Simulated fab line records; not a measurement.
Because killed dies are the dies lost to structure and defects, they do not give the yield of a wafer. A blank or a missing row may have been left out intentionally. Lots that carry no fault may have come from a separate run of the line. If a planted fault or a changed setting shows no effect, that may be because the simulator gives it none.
Which tool is to blame?    flow n5_finfet    27 wafers from 9 lots sampled at 7 of the route's 1938 steps

== WHAT THE GAUGES SHOWED, per wafer ==
N5_BEOL_M9_CD_MEAS_18: pitch 140 nm, target cd 70 nm. Usual: cd_nm at 69.5 nm, with a standard deviation of 0.63.
lot   measured      on         cd_nm (nm)      flag
L793  day 10 01:48  cd_sem-01  69.1 69.0 68.7  
L795  day 10 08:32  cd_sem-03  70.2 70.0 69.8  
L797  day 11 08:12  cd_sem-01  69.7 69.6 69.1  
L800  day 12 03:20  cd_sem-01  69.8 69.8 69.9  
L803  day 12 18:25  cd_sem-03  70.7 69.6 69.6  
L802  day 12 18:58  cd_sem-02  69.6 69.6 69.6  
L810  day 14 14:35  cd_sem-02  70.2 68.4 70.5  
L813  day 14 19:17  cd_sem-03  68.7 70.3 69.9  
L812  day 15 11:40  cd_sem-01  68.7 68.5 68.9  

N5_BEOL_M9_OCD_MEAS_38. Usual: trench_depth_nm at 150 nm, with a standard deviation of 3.6.
lot   measured      on      trench_depth_nm (nm)  flag
L793  day 10 04:07  ocd-01  144 147 151           
L795  day 10 12:25  ocd-01  149 150 151           
L797  day 11 09:08  ocd-02  148 150 149           
L800  day 12 04:22  ocd-02  154 150 150           
L803  day 12 21:30  ocd-01  154 154 154           
L802  day 12 21:55  ocd-02  155 148 156           
L810  day 14 17:17  ocd-01  166 161 166           OFF
L813  day 15 00:17  ocd-02  159 168 165           OFF
L812  day 15 14:01  ocd-02  151 149 150           

N5_BEOL_M9_THK_MEAS_53: measures by xrf. Usual: M9_THK gives 138 nm (standard deviation 3.9).
lot   measured      on             M9_THK (nm)  flag
L793  day 10 07:59  film_metro-02  131 135 138  
L795  day 10 16:29  film_metro-02  137 137 138  
L797  day 11 12:35  film_metro-02  135 138 136  
L800  day 12 06:32  film_metro-01  143 140 138  
L803  day 13 01:16  film_metro-01  138 141 140  
L802  day 13 02:15  film_metro-01  145 136 145  
L810  day 14 21:06  film_metro-01  154 149 152  OFF
L813  day 15 02:22  film_metro-01  146 154 152  OFF
L812  day 15 18:02  film_metro-01  139 138 138  

N5_BEOL_M9_RS_MEAS_57: the measuring method here is four-point-probe. Usual: M9_RS gives 0.153 ohm/sq (standard deviation 0.0047).
lot   measured      on             M9_RS (ohm/sq)     flag
L793  day 10 08:10  film_metro-01  0.162 0.157 0.153  
L795  day 10 16:37  film_metro-02  0.154 0.154 0.152  
L797  day 11 12:43  film_metro-01  0.156 0.154 0.156  
L800  day 12 06:42  film_metro-02  0.148 0.151 0.153  
L803  day 13 01:23  film_metro-01  0.152 0.149 0.150  
L802  day 13 02:24  film_metro-01  0.145 0.156 0.145  
L810  day 14 21:14  film_metro-01  0.135 0.141 0.137  OFF
L813  day 15 02:32  film_metro-02  0.141 0.134 0.137  OFF
L812  day 15 18:10  film_metro-02  0.151 0.154 0.152  

== EACH LOT AND THE TOOL THAT RAN IT (in order: tool; ch and the chambers of the sampled wafers; start) ==
lot   N5_BEOL_M9_DESCUM_16                N5_BEOL_M9_VIA_ETCH_34              N5_BEOL_M9_TRENCH_ETCH_37
L793  rie_diel-05 ch 0,2,3, day 10 01:16  rie_diel-05 ch 1,2,3, day 10 03:49  rie_diel-05 ch 1,2,3, day 10 03:56
L795  rie_diel-03 ch 1,2,3, day 10 08:04  rie_diel-05 ch 0,2,3, day 10 12:08  rie_diel-05 ch 0,2,3, day 10 12:14
L797  rie_diel-05 ch 0,1,2, day 11 07:45  rie_diel-05 ch 0,2,3, day 11 08:52  rie_diel-05 ch 0,2,3, day 11 08:58
L800  rie_diel-05 ch 0,2,3, day 12 02:52  rie_diel-03 ch 0,1,2, day 12 04:05  rie_diel-03 ch 0,1,2, day 12 04:11
L803  rie_diel-05 ch 0,3, day 12 17:47    rie_diel-04 ch 0,2, day 12 21:13    rie_diel-04 ch 0,2, day 12 21:19
L802  rie_diel-04 ch 0,1, day 12 18:30    rie_diel-04 ch 0,1, day 12 21:39    rie_diel-04 ch 0,1, day 12 21:45
L810  rie_diel-03 ch 0,1,3, day 14 14:08  rie_diel-04 ch 1,2,3, day 14 16:57  rie_diel-04 ch 1,2,3, day 14 17:03
L813  rie_diel-05 ch 1,2,3, day 14 18:48  rie_diel-04 ch 0,1,2, day 15 00:01  rie_diel-04 ch 0,1,2, day 15 00:07
L812  rie_diel-05 ch 1,2, day 15 11:11    rie_diel-05 ch 0,2,3, day 15 13:44  rie_diel-05 ch 0,2,3, day 15 13:50
- N5_BEOL_M9_DESCUM_16: chemistry O2, time 7.9 s.
- N5_BEOL_M9_VIA_ETCH_34: etches SiCOH lowk in C4F6/O2, target depth 182.4 nm, time 68.4 s.
- N5_BEOL_M9_TRENCH_ETCH_37: etches SiCOH lowk in C4F6/O2, target depth 151.43 nm, time 49 s.

== AS READ BY THE TOOLS THEMSELVES (means over the sampled wafers that have a number; for cases with no such wafer, the mark the record gives instead) ==
N5_BEOL_M9_DESCUM_16. Usual: drypump_motor_current_A 5.6 A, standard deviation 0.34; oes_product_au 0.74 a.u., standard deviation 0.072; rf_vpp_V 243.3 V, standard deviation 1.2; showerhead_plenum_p_Torr 2.11 Torr, standard deviation 0.051; throttle_valve_pct 20.58 %, standard deviation 0.2.
lot   tool         drypump_motor_current_A (A)  oes_product_au (a.u.)  rf_vpp_V (V)  showerhead_plenum_p_Torr (Torr)  throttle_valve_pct (%)  flag
L793  rie_diel-05  5.7                          0.72                   244.3         2.12                             20.57                   
L795  rie_diel-03  5.3                          0.83                   244.1         2.14                             20.51                   
L797  rie_diel-05  5.5                          0.71                   243.8         2.12                             20.60                   
L800  rie_diel-05  5.6                          0.71                   242.5         2.12                             20.59                   
L803  rie_diel-05  5.8                          0.71                   244.4         2.15                             20.69                   
L802  rie_diel-04  5.7                          0.74                   243.7         2.09                             20.71                   
L810  rie_diel-03  5.4                          0.76                   242.2         2.10                             20.70                   
L813  rie_diel-05  5.5                          0.69                   242.4         2.07                             20.56                   
L812  rie_diel-05  5.4                          0.68                   243.2         2.07                             20.59                   

N5_BEOL_M9_VIA_ETCH_34. Usual: drypump_motor_current_A 5.6 A, standard deviation 0.45; oes_f_703_au 0.76 a.u., standard deviation 0.087; oes_o_777_au 0.76 a.u., standard deviation 0.084; oes_product_au 0.76 a.u., standard deviation 0.092; rf_fwd_power_W 342.3 W, standard deviation 1.3; rf_vpp_V 665 V, standard deviation 14; showerhead_plenum_p_Torr 2.85 Torr, standard deviation 0.072; throttle_valve_pct 20.96 %, standard deviation 0.19.
lot   tool         drypump_motor_current_A (A)  oes_f_703_au (a.u.)  oes_o_777_au (a.u.)  oes_product_au (a.u.)  rf_fwd_power_W (W)  rf_vpp_V (V)  showerhead_plenum_p_Torr (Torr)  throttle_valve_pct (%)  flag
L793  rie_diel-05  5.6                          0.71                 0.72                 0.72                   340.5               659           2.82                             20.88                   
L795  rie_diel-05  5.6                          0.73                 0.73                 0.72                   343.1               667           2.86                             20.93                   
L797  rie_diel-05  5.6                          0.72                 0.73                 0.72                   343.0               666           2.86                             20.94                   
L800  rie_diel-03  5.2                          0.81                 0.82                 0.82                   341.9               670           2.84                             20.82                   
L803  rie_diel-04  6.3                          0.80                 0.80                 0.80                   342.0               679           2.90                             20.89                   
L802  rie_diel-04  6.0                          0.73                 0.74                 0.73                   340.8               668           2.83                             21.11                   
L810  rie_diel-04  5.7                          0.86                 0.85                 0.86                   343.0               658           2.89                             20.88                   
L813  rie_diel-04  6.1                          0.79                 0.79                 0.78                   342.0               668           2.89                             20.97                   
L812  rie_diel-05  5.6                          0.70                 0.71                 0.69                   343.5               665           2.84                             20.98                   

N5_BEOL_M9_TRENCH_ETCH_37. Usual: drypump_motor_current_A 5.6 A, standard deviation 0.45; oes_f_703_au 0.76 a.u., standard deviation 0.087; oes_o_777_au 0.76 a.u., standard deviation 0.086; oes_product_au 0.76 a.u., standard deviation 0.093; rf_fwd_power_W 341.5 W, standard deviation 1.4; rf_vpp_V 665 V, standard deviation 14; showerhead_plenum_p_Torr 2.85 Torr, standard deviation 0.072; throttle_valve_pct 20.98 %, standard deviation 0.19.
lot   tool         drypump_motor_current_A (A)  oes_f_703_au (a.u.)  oes_o_777_au (a.u.)  oes_product_au (a.u.)  rf_fwd_power_W (W)  rf_vpp_V (V)  showerhead_plenum_p_Torr (Torr)  throttle_valve_pct (%)  flag
L793  rie_diel-05  5.5                          0.71                 0.71                 0.72                   341.2               660           2.82                             20.92                   
L795  rie_diel-05  5.6                          0.73                 0.73                 0.73                   343.3               666           2.86                             20.94                   
L797  rie_diel-05  5.6                          0.72                 0.73                 0.72                   341.8               666           2.86                             20.95                   
L800  rie_diel-03  5.2                          0.81                 0.82                 0.82                   341.6               669           2.84                             20.86                   
L803  rie_diel-04  6.3                          0.80                 0.80                 0.81                   341.1               678           2.90                             20.92                   
L802  rie_diel-04  5.9                          0.74                 0.73                 0.73                   341.1               666           2.83                             21.15                   
L810  rie_diel-04  5.7                          1.11                 1.07                 0.91                   424.9               591           2.89                             20.92                   OFF
L813  rie_diel-04  6.1                          1.02                 0.98                 0.82                   423.8               598           2.89                             21.01                   OFF
L812  rie_diel-05  5.6                          0.70                 0.71                 0.69                   341.8               665           2.84                             21.00                   

== THE ANSWER, worked out from the rows above alone ==
Rule: a lot is off if the mean of its wafers that have a number lies more than 3 standard deviations from the usual mean. Also off: a lot with no number at a reading for which 4 or more lots have one. All remaining lots with rows at the step are treated as sound. First the gauges in route order, then the tools' own readings, where a lot's mean is used as printed above. The first step at which some lot is off is used, and at that step the reading that is off furthest; a lot without a number counts as furthest.
Off at N5_BEOL_M9_OCD_MEAS_38 (trench_depth_nm): L810, L813.
A tool fits if, at a process step before that reading, it ran every lot that is off, and no sound lot after the first of them. Not tried: the gauges at N5_BEOL_M9_OCD_MEAS_38; whatever is off there is also off at N5_BEOL_M9_THK_MEAS_53, on other tools, and gauge error can't account for it. One fits: rie_diel-04 at N5_BEOL_M9_VIA_ETCH_34 and N5_BEOL_M9_TRENCH_ETCH_37. At N5_BEOL_M9_VIA_ETCH_34 its last sound lot is L802 (day 12 21:39), its first lot that is off L810 (day 14 16:57): a fault that began between those two fits.

== WHAT THE SIMULATOR HAD PUT IN ==
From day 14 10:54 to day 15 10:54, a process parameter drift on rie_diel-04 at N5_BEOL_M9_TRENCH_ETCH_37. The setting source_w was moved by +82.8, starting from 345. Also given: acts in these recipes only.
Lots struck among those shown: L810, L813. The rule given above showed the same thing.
